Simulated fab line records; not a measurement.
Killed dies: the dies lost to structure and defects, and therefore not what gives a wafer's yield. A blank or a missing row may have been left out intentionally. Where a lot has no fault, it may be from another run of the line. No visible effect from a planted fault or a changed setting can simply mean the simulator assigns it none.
One fault through the eyes of 3 desks ; flow n5_finfet ; only its own numbers are on each desk; what lay behind them is given at the end

== THE DEFECT DESK ==
What the inspections along the route counted, lot by lot: means of the sampled wafers that have a number. The brackets show how far a lot's mean lies from the usual mean; more than 4 standard deviations puts the lot out of limits, marked OUT.
Columns: A = raw_defect_count at N5_BEOL_M3_INSPECT_59, usual 72
lot;first seen here;A
L655;day 7 09:34;84
L656;day 8 06:17;70
L657;day 8 17:23;65
L661;day 9 03:26;75
L666;day 10 05:01;53
L667;day 11 01:25;66
L670;day 11 09:25;167
L671;day 11 22:28;169
L677;day 13 04:46;94
L676;day 13 10:16;52
Finding of this desk: none of the 10 lots has anything out of limits.

== THE METROLOGY DESK ==
Means of the sampled wafers that have a number, per lot and without regard to the tool the lot ran on: this is what the gauges read. The brackets show how far a lot's mean lies from the usual mean; more than 4 standard deviations puts the lot out of limits, marked OUT. Of its 10 readings 7 are shown: those that lie furthest out on some lot.
Columns: A = DIBL_P at N5_BEOL_M4_RC_MEAS_101, usual 35.7 mV/V; B = IOFF_N at N5_BEOL_M4_RC_MEAS_101, usual 0.155 nA/um; C = IOFF_P at N5_BEOL_M4_RC_MEAS_101, usual 0.20 nA/um; D = ION_P at N5_BEOL_M4_RC_MEAS_101, usual 462 uA/um; E = SS_N at N5_BEOL_M4_RC_MEAS_101, usual 71.3 mV/dec; F = VT_N at N5_BEOL_M4_RC_MEAS_101, usual 250 mV; G = VT_P at N5_BEOL_M4_RC_MEAS_101, usual -251 mV
lot;first seen here;A;B;C;D;E;F;G
L655;day 8 07:52;35.8;0.155;0.21;460;71.5;251;-251
L656;day 8 17:17;37.3;0.185;0.23;469;71.6;246;-248
L657;day 9 02:08;34.8;0.156;0.21;465;71.2;248;-249
L661;day 10 00:43;37.5;0.182;0.23;471;71.3;246;-248
L666;day 10 18:20;33.9;0.149;0.18;458;71.1;248;-252
L667;day 11 12:53;35.3;0.161;0.22;473;71.1;248;-248
L670;day 11 20:23;37.3;0.162;0.22;459;71.7;251;-249
L671;day 12 13:44;36.7;0.166;0.22;469;72.3;247;-247
L676;day 14 00:05;34.5;0.152;0.20;461;71.0;251;-251
L677;day 14 00:10;38.7;0.167;0.21;462;71.1;248;-252
Finding of this desk: none of the 10 lots has anything out of limits.

== THE TOOL OWNER'S DESK: pecvd-02 ==
The tool's own readings at N5_BEOL_M3_DEP_57 (deposits SiCN from 3MS/NH3, target thk 8 nm, time 14 s): means of the sampled wafers that have a number, for each lot that ran on this tool. The brackets show how far a lot's mean lies from the usual mean; more than 4 standard deviations puts the lot out of limits, marked OUT.
Columns: A = showerhead_plenum_p_Torr at N5_BEOL_M3_DEP_57, usual 3.663 Torr; B = showerhead_vpp_V at N5_BEOL_M3_DEP_57, usual 863 V; C = throttle_valve_pct at N5_BEOL_M3_DEP_57, usual 8.9 %
lot;first seen here;A;B;C
L666;day 10 04:56;3.662;882;9.1
L667;day 11 01:19;3.661;842;8.5
L670;day 11 09:20;3.671;887;9.2
L671;day 11 22:23;3.665;873;8.8
Finding of this desk: none of the 4 lots has anything out of limits.

== TAKEN TOGETHER ==
Nothing the defect desk looked at was out of limits.
Metrology desk: nothing out of limits seen.
The desk of the tool owner found nothing out of limits.

== WHAT HAD BEEN PUT IN BY THE SIMULATOR ==
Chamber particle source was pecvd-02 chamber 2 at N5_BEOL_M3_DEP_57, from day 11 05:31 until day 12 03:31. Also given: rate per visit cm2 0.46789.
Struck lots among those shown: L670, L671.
